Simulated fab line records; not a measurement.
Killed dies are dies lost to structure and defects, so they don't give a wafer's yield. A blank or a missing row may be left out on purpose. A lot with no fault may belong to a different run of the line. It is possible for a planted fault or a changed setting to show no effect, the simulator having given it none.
Chamber matching -- flow n5-finfet -- N5_FIN_CUT_CUT_ETCH_28 on rie-si-05 has 4 sister chambers
The step etches Si in HBr/Cl2/O2, target depth 6 nm, time 2.4 s. 4 wafers are shown with their chamber, then 9 later ones without.

## WAFERS PAIRED WITH THEIR CHAMBERS
wafer,chamber,drypump-motor-current-A (A)
L080.6,2,5.5
L083.3,3,5.7
L084.3,1,5.2
L084.5,0,6.0

## WAFERS WITHOUT THEIR CHAMBER
wafer,drypump-motor-current-A (A)
L091.1,5.7
L091.2,5.5
L091.5,5.9
L092.1,5.6
L092.4,6.0
L092.5,5.6
L096.1,5.7
L096.2,5.5
L096.6,6.0

## WHICH CHAMBER EACH WENT THROUGH
wafer,from the rows above,in truth
L091.1,3,3
L091.2,2,2
L091.5,can't be placed: 0 or 3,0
L092.1,can't be placed: 2 or 3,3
L092.4,0,0
L092.5,can't be placed: 2 or 3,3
L096.1,3,3
L096.2,2,2
L096.6,0,0
Placed correctly: 6 of 9. Unplaceable from these rows: 3, with the true chamber sitting among the candidates in 3. Placed wrongly: 0.
How it was worked out, from the rows above alone: a wafer's distance from a chamber is the root of the sum, over the readings, of the square of ((its reading less the chamber's mean) divided by the reading's scatter). If the next closest chamber is less than 2 further off than the closest, the wafer can't be placed; otherwise it belongs to the closest. A chamber's mean is the mean of its shown wafers. The scatter: root of mean squared gap, hidden wafer to nearest shown wafer, with one shown wafer a chamber.
